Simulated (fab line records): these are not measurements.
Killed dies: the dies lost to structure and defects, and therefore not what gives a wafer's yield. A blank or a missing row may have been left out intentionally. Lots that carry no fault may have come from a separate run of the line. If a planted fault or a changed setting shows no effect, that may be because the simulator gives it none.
The tool behind it: which one? -- flow n5-finfet -- 72 wafers from 24 lots sampled at 6 of the route's 1938 steps

== WHAT THE GAUGES READ, wafer by wafer ==
N5_BEOL_M2_THK_MEAS_53: measures by xrf. Usual: M2_THK 40.6 nm, standard deviation 1.8.
lot,measured,on,M2_THK (nm),flag
L075,day 7 15:20,film-metro-02,41.1 41.7 43.1,
L074,day 7 14:35,film-metro-02,39.1 39.3 42.6,
L076,day 12 07:57,film-metro-01,42.0 38.1 40.7,
L078,day 7 18:14,film-metro-02,41.2 44.0 42.6,
L077,day 7 22:11,film-metro-01,40.5 44.7 41.2,
L080,day 8 13:29,film-metro-01,41.6 37.9 38.6,
L079,day 8 13:17,film-metro-02,43.2 42.4 44.7,
L081,day 9 09:26,film-metro-01,43.5 39.5 39.6,
L082,day 10 01:25,film-metro-02,39.6 42.6 41.1,
L083,day 10 01:30,film-metro-01,40.7 40.7 40.0,
L084,day 11 03:41,film-metro-02,40.8 39.5 39.5,
L085,day 11 22:29,film-metro-02,38.6 42.6 41.3,
L087,day 12 02:07,film-metro-02,40.0 40.6 38.5,
L086,day 12 02:28,film-metro-01,42.0 39.2 40.3,
L089,day 12 05:59,film-metro-01,41.3 41.5 40.4,
L090,day 12 08:38,film-metro-01,37.8 38.6 38.7,
L088,day 12 13:56,film-metro-01,40.0 41.9 41.2,
L092,day 12 17:29,film-metro-02,38.0 39.9 38.6,
L091,day 12 15:32,film-metro-01,41.2 40.9 39.5,
L093,day 12 20:41,film-metro-01,44.4 42.6 41.5,
L094,day 13 00:08,film-metro-02,42.9 39.9 38.0,
L095,day 13 00:24,film-metro-01,39.0 39.3 40.4,
L096,day 13 03:41,film-metro-01,38.7 38.5 37.1,
L097,day 13 09:09,film-metro-02,40.5 42.4 41.0,

N5_BEOL_M3_THK_MEAS_01. Usual: M3_ILD_THK 78.7 nm, standard deviation 1.1.
lot,measured,on,M3_ILD_THK (nm),flag
L075,day 7 15:47,film-metro-01,78.4 76.4 79.4,
L074,day 7 14:58,film-metro-02,79.4 79.7 78.1,
L076,day 12 08:22,film-metro-02,77.7 79.4 77.7,
L078,day 7 18:38,film-metro-02,79.4 77.6 80.0,
L077,day 7 22:43,film-metro-01,80.0 80.5 80.4,
L080,day 8 13:53,film-metro-02,77.8 78.9 79.2,
L079,day 8 13:41,film-metro-02,78.0 80.2 80.1,
L081,day 9 09:50,film-metro-02,77.5 77.1 79.1,
L082,day 10 01:52,film-metro-01,78.3 77.6 81.5,
L083,day 10 02:04,film-metro-01,77.5 77.7 77.5,
L084,day 11 04:05,film-metro-01,79.8 77.4 79.8,
L085,day 11 22:53,film-metro-02,78.1 79.6 79.8,
L087,day 12 02:32,film-metro-01,78.5 78.0 79.4,
L086,day 12 02:53,film-metro-02,79.0 79.3 80.1,
L089,day 12 06:24,film-metro-01,78.0 78.6 78.5,
L090,day 12 09:03,film-metro-01,80.4 81.2 80.0,
L088,day 12 14:21,film-metro-02,79.4 80.8 80.0,
L092,day 12 17:52,film-metro-02,78.6 78.4 79.1,
L091,day 12 15:57,film-metro-01,77.7 78.7 79.6,
L093,day 12 21:05,film-metro-02,78.4 79.7 79.6,
L094,day 13 00:34,film-metro-01,76.6 76.5 78.5,
L095,day 13 00:49,film-metro-01,77.9 77.9 78.2,
L096,day 13 04:04,film-metro-01,77.0 79.0 78.7,
L097,day 13 09:43,film-metro-02,78.2 79.9 78.1,

== EACH LOT AND THE TOOL THAT RAN IT (in order: tool; ch and the chambers of the sampled wafers; start) ==
lot,N5_BEOL_M2_ETCH_69,N5_BEOL_M2_ETCH_41,N5_BEOL_M2_SURFACE_TREAT_85,N5_BEOL_M2_DEP_57
L075,"rie-diel-05 ch 0,1,2, day 7 08:29","rie-diel-05 ch 0,2, day 7 11:40 or earlier","pvd-sputter-03, day 7 11:40","pecvd-03 ch 0,1,2, day 7 15:35"
L074,"rie-diel-05 ch 0,1,2, day 7 08:36","rie-diel-03 ch 1,2, day 7 11:45 or earlier","pvd-sputter-02, day 7 11:45","pecvd-03 ch 0,1, day 7 14:46"
L076,"rie-diel-03 ch 1,2,3, day 7 09:39","rie-diel-01 ch 0,1, day 7 15:10 or earlier","pvd-sputter-03, day 7 15:10","pecvd-03 ch 0,1, day 12 08:10"
L078,"rie-diel-05 ch 0,1,2, day 7 12:35","rie-diel-05 ch 1,2, day 7 15:11 or earlier","pvd-sputter-01, day 7 15:11","pecvd-04 ch 0,1, day 7 18:26"
L077,"rie-diel-05 ch 0,1,2, day 7 15:35","rie-diel-05 ch 0,1,2, day 7 19:19 or earlier","pvd-sputter-03, day 7 19:19","pecvd-02 ch 0,1,2, day 7 22:32"
L080,"rie-diel-01 ch 1,2,3, day 8 04:46","rie-diel-01 ch 1,2,3, day 8 10:38 or earlier","pvd-sputter-03, day 8 10:38","pecvd-03 ch 0,2, day 8 13:41"
L079,"rie-diel-01 ch 1,3, day 8 06:07","rie-diel-05 ch 2,3, day 8 10:31 or earlier","pvd-sputter-03, day 8 10:31","pecvd-02 ch 0,1,2, day 8 13:29"
L081,"rie-diel-01 ch 0,1,2, day 9 02:59","rie-diel-05 ch 2,3, day 9 05:04 or earlier","pvd-sputter-03, day 9 05:04","pecvd-03 ch 1,2, day 9 09:38"
L082,"rie-diel-03 ch 1,2,3, day 9 04:11","rie-diel-01 ch 0,2,3, day 9 22:33 or earlier","pvd-sputter-02, day 9 22:33","pecvd-04 ch 0,1,2, day 10 01:40"
L083,"rie-diel-03 ch 1,2, day 9 10:32","rie-diel-03 ch 0,3, day 9 22:37 or earlier","pvd-sputter-02, day 9 22:37","pecvd-03 ch 1, day 10 01:50"
L084,"rie-diel-05 ch 0,2,3, day 9 23:27","rie-diel-03 ch 1,2, day 10 23:07 or earlier","pvd-sputter-02, day 10 23:07","pecvd-02 ch 0,1,2, day 11 03:53"
L085,"rie-diel-05 ch 1,2,3, day 10 06:27","rie-diel-05 ch 1,3, day 11 19:40 or earlier","pvd-sputter-03, day 11 19:40","pecvd-04 ch 0,2, day 11 22:41"
L087,"rie-diel-03 ch 0,1,2, day 10 15:47","rie-diel-03 ch 0,1, day 11 23:10 or earlier","pvd-sputter-02, day 11 23:10","pecvd-03 ch 0,1, day 12 02:19"
L086,"rie-diel-03 ch 1,2, day 10 18:46","rie-diel-05 ch 0,3, day 11 23:32 or earlier","pvd-sputter-02, day 11 23:32","pecvd-03 ch 0,1, day 12 02:40"
L089,"rie-diel-03 ch 0,1,2, day 10 21:51","rie-diel-05 ch 0,2,3, day 12 03:12 or earlier","pvd-sputter-02, day 12 03:12","pecvd-02 ch 0,1,2, day 12 06:12"
L090,"rie-diel-03 ch 0,1, day 10 22:05","rie-diel-01 ch 0,2, day 12 05:41 or earlier","pvd-sputter-03, day 12 05:41","pecvd-03 ch 0,1, day 12 08:50"
L088,"rie-diel-03 ch 1,2, day 11 00:15","rie-diel-05 ch 0,2, day 12 09:19 or earlier","pvd-sputter-03, day 12 09:19","pecvd-04 ch 0,2, day 12 14:08"
L092,"rie-diel-05 ch 0,1,3, day 11 05:10","rie-diel-01 ch 0,1,2, day 12 13:41 or earlier","pvd-sputter-03, day 12 13:41","pecvd-03 ch 0,1,2, day 12 17:40"
L091,"rie-diel-03 ch 0,1,2, day 11 08:35","rie-diel-03 ch 2,3, day 12 12:38 or earlier","pvd-sputter-01, day 12 12:38","pecvd-04 ch 0,2, day 12 15:44"
L093,"rie-diel-03 ch 2,3, day 11 11:41","rie-diel-05 ch 1,2, day 12 17:50 or earlier","pvd-sputter-02, day 12 17:50","pecvd-04 ch 0,1,2, day 12 20:53"
L094,"rie-diel-03 ch 0,2,3, day 11 11:52","rie-diel-01 ch 0,1,3, day 12 21:02 or earlier","pvd-sputter-01, day 12 21:02","pecvd-04 ch 0,1, day 13 00:20"
L095,"rie-diel-01 ch 1,2,3, day 11 21:13","rie-diel-05 ch 1,2, day 12 21:10 or earlier","pvd-sputter-01, day 12 21:10","pecvd-04 ch 0,1, day 13 00:37"
L096,"rie-diel-05 ch 1,2,3, day 12 18:20","rie-diel-01 ch 0,1,2, day 13 00:50 or earlier","pvd-sputter-03, day 13 00:50","pecvd-02 ch 0,2, day 13 03:52"
L097,"rie-diel-01 ch 0,1,3, day 12 18:55","rie-diel-03 ch 0,1,3, day 13 04:05 or earlier","pvd-sputter-03, day 13 04:05","pecvd-04 ch 0,1, day 13 09:31"
- N5_BEOL_M2_ETCH_69: etches SiARC in CF4, target depth 15.6 nm, time 26 s.
- N5_BEOL_M2_ETCH_41: etches SiCN in CH3F/O2, target depth 29.9 nm, time 52.5 s.
- N5_BEOL_M2_SURFACE_TREAT_85
- N5_BEOL_M2_DEP_57: deposits SiCN from 3MS/NH3, target thk 8 nm, time 14 s.

== AS READ BY THE TOOLS THEMSELVES (means over the sampled wafers that have a number; for cases with no such wafer, the mark the record gives instead) ==
N5_BEOL_M2_ETCH_69. Usual: drypump-motor-current-A is 6.0 A with standard deviation 0.5, etch-rf-on-time-s is 25.8 s with standard deviation 0.64, oes-product-au is 0.70 a.u. with standard deviation 0.057, rf-fwd-power-W is 531.6 W with standard deviation 1.6, rf-vpp-V is 184.0 V with standard deviation 1.1, showerhead-plenum-p-Torr is 2.14 Torr with standard deviation 0.065, and throttle-valve-pct is 15.59 % with standard deviation 0.21.
lot,tool,drypump-motor-current-A (A),etch-rf-on-time-s (s),oes-product-au (a.u.),rf-fwd-power-W (W),rf-vpp-V (V),showerhead-plenum-p-Torr (Torr),throttle-valve-pct (%),flag
L075,rie-diel-05,5.7,25.4,0.74,531.6,184.4,2.17,15.57,
L074,rie-diel-05,5.7,25.4,0.74,530.9,184.4,2.17,15.56,
L076,rie-diel-03,6.3,25.8,0.69,530.7,184.8,2.19,15.73,
L078,rie-diel-05,5.7,25.5,0.73,531.8,184.0,2.17,15.57,
L077,rie-diel-05,5.7,25.6,0.73,530.6,184.4,2.17,15.57,
L080,rie-diel-01,5.7,25.8,0.66,533.6,182.9,2.09,15.47,
L079,rie-diel-01,6.0,25.2,0.70,532.3,183.1,2.05,15.31,
L081,rie-diel-01,6.0,26.3,0.66,532.0,183.6,2.12,15.58,
L082,rie-diel-03,6.3,26.0,0.68,532.6,184.0,2.18,15.77,
L083,rie-diel-03,6.6,25.9,0.72,531.4,184.3,2.17,15.49,
L084,rie-diel-05,5.5,25.7,0.71,530.6,183.8,2.17,15.55,
L085,rie-diel-05,5.8,25.5,0.73,533.6,183.5,2.14,15.49,
L087,rie-diel-03,6.4,26.0,0.71,530.8,183.9,2.14,15.61,
L086,rie-diel-03,6.6,25.8,0.70,532.0,184.6,2.17,15.64,
L089,rie-diel-03,6.4,26.0,0.71,532.3,185.5,2.14,15.61,
L090,rie-diel-03,6.3,26.2,0.70,530.6,183.9,2.14,15.48,
L088,rie-diel-03,6.5,26.1,0.71,531.7,183.8,2.17,15.52,
L092,rie-diel-05,5.7,26.1,0.74,530.4,183.8,2.13,15.43,
L091,rie-diel-03,6.4,26.0,0.70,532.4,184.3,2.14,15.61,
L093,rie-diel-03,6.3,25.4,0.75,531.4,184.5,2.18,15.74,
L094,rie-diel-03,6.1,25.8,0.74,530.9,184.0,2.15,15.72,
L095,rie-diel-01,5.7,25.9,0.64,531.1,182.6,2.08,15.52,
L096,rie-diel-05,5.8,25.8,0.71,531.7,184.0,2.14,15.53,
L097,rie-diel-01,5.9,26.1,0.65,532.6,182.5,2.03,15.53,

N5_BEOL_M2_ETCH_41. Usual: CH3F_flow_sccm 30.00 sccm, standard deviation 0.098; drypump-motor-current-A 5.8 A, standard deviation 0.46; oes-product-au 0.81 a.u., standard deviation 0.074; rf-fwd-power-W 390.2 W, standard deviation 1.5; rf-vpp-V 297.1 V, standard deviation 1.6; showerhead-plenum-p-Torr 1.99 Torr, standard deviation 0.07; throttle-valve-pct 16.28 %, standard deviation 0.21.
lot,tool,CH3F_flow_sccm (sccm),drypump-motor-current-A (A),oes-product-au (a.u.),rf-fwd-power-W (W),rf-vpp-V (V),showerhead-plenum-p-Torr (Torr),throttle-valve-pct (%),flag
L075,rie-diel-05,29.93,5.5,0.79,390.3,298.0,2.06,16.36,
L074,rie-diel-03,29.92,6.6,0.85,391.5,298.0,2.04,16.32,
L076,rie-diel-01,30.06,6.3,0.83,389.1,296.0,1.94,16.07,
L078,rie-diel-05,30.05,5.8,0.83,389.4,298.0,2.04,16.32,
L077,rie-diel-05,29.95,5.7,0.85,390.2,298.0,2.03,16.26,
L080,rie-diel-01,30.01,5.7,0.77,389.9,296.1,1.95,16.19,
L079,rie-diel-05,29.94,5.6,0.82,390.7,297.1,2.04,16.26,
L081,rie-diel-05,29.92,5.6,0.86,391.4,297.5,2.00,16.11,
L082,rie-diel-01,30.06,5.6,0.72,389.3,296.9,1.93,16.37,
L083,rie-diel-03,29.94,5.7,0.73,389.4,297.8,2.02,16.72,
L084,rie-diel-03,30.19,6.6,0.82,391.2,298.6,2.03,16.24,
L085,rie-diel-05,29.88,6.0,0.88,389.9,296.2,1.96,16.10,
L087,rie-diel-03,30.05,6.3,0.81,391.8,297.5,2.00,16.21,
L086,rie-diel-05,29.92,5.5,0.86,390.4,296.8,1.99,16.09,
L089,rie-diel-05,29.95,5.5,0.81,389.3,297.7,2.02,16.25,
L090,rie-diel-01,29.95,5.9,0.72,390.1,296.4,1.96,16.50,
L088,rie-diel-05,30.07,5.5,0.76,390.3,298.7,2.05,16.42,
L092,rie-diel-01,30.01,6.0,0.74,388.9,297.0,1.97,16.33,
L091,rie-diel-03,29.99,6.3,0.86,391.0,297.9,2.04,16.48,
L093,rie-diel-05,30.08,5.8,0.78,390.1,297.4,2.02,16.38,
L094,rie-diel-01,30.01,5.9,0.75,390.7,295.1,1.89,16.22,
L095,rie-diel-05,30.01,6.0,0.83,388.3,296.9,1.99,16.28,
L096,rie-diel-01,30.03,6.0,0.74,389.9,296.9,1.97,16.34,
L097,rie-diel-03,30.05,6.0,0.85,390.1,297.1,2.00,16.33,

N5_BEOL_M2_DEP_57. Usual: rf-fwd-power-W 199.5 W, standard deviation 0.8; showerhead-plenum-p-Torr 3.668 Torr, standard deviation 0.016; throttle-valve-pct 9.3 %, standard deviation 0.43.
lot,tool,rf-fwd-power-W (W),showerhead-plenum-p-Torr (Torr),throttle-valve-pct (%),flag
L075,pecvd-03,199.4,3.665,9.1,
L074,pecvd-03,199.1,3.667,9.1,
L076,pecvd-03,199.4,3.658,9.2,
L078,pecvd-04,199.3,3.664,9.6,
L077,pecvd-02,199.9,3.666,9.2,
L080,pecvd-03,199.7,3.664,9.0,
L079,pecvd-02,200.1,3.669,9.2,
L081,pecvd-03,199.7,3.673,8.9,
L082,pecvd-04,199.3,3.667,9.4,
L083,pecvd-03,198.3,3.668,9.1,
L084,pecvd-02,200.2,3.668,9.2,
L085,pecvd-04,198.6,3.661,9.1,
L087,pecvd-03,199.4,3.662,9.2,
L086,pecvd-03,200.2,3.660,9.3,
L089,pecvd-02,199.6,3.668,9.1,
L090,pecvd-03,199.0,3.664,9.1,
L088,pecvd-04,198.9,3.670,9.2,
L092,pecvd-03,199.3,3.672,8.8,
L091,pecvd-04,198.8,3.678,9.1,
L093,pecvd-04,199.3,3.672,9.4,
L094,pecvd-04,199.5,3.673,9.8,
L095,pecvd-04,199.6,3.662,9.6,
L096,pecvd-02,199.9,3.653,8.9,
L097,pecvd-04,200.5,3.671,9.8,

== THE ANSWER, worked out from the rows above alone ==
Rule: take the mean of a lot's wafers that have a number; if it is more than 3 standard deviations from the usual mean, the lot is off. Also off: a lot with no number at a reading for which 4 or more lots have one. Where the step has rows for the other lots, those lots are counted as sound. Order of review: gauges by route order, followed by the tools' own readings, for which a lot's mean as printed above is used. At the first step where some lot is off, the reading lying furthest off is the one used; lots without a number count as furthest.
No lot is off on any of the readings shown, so nothing can be concluded from this.

== WHAT HAD BEEN PUT IN BY THE SIMULATOR ==
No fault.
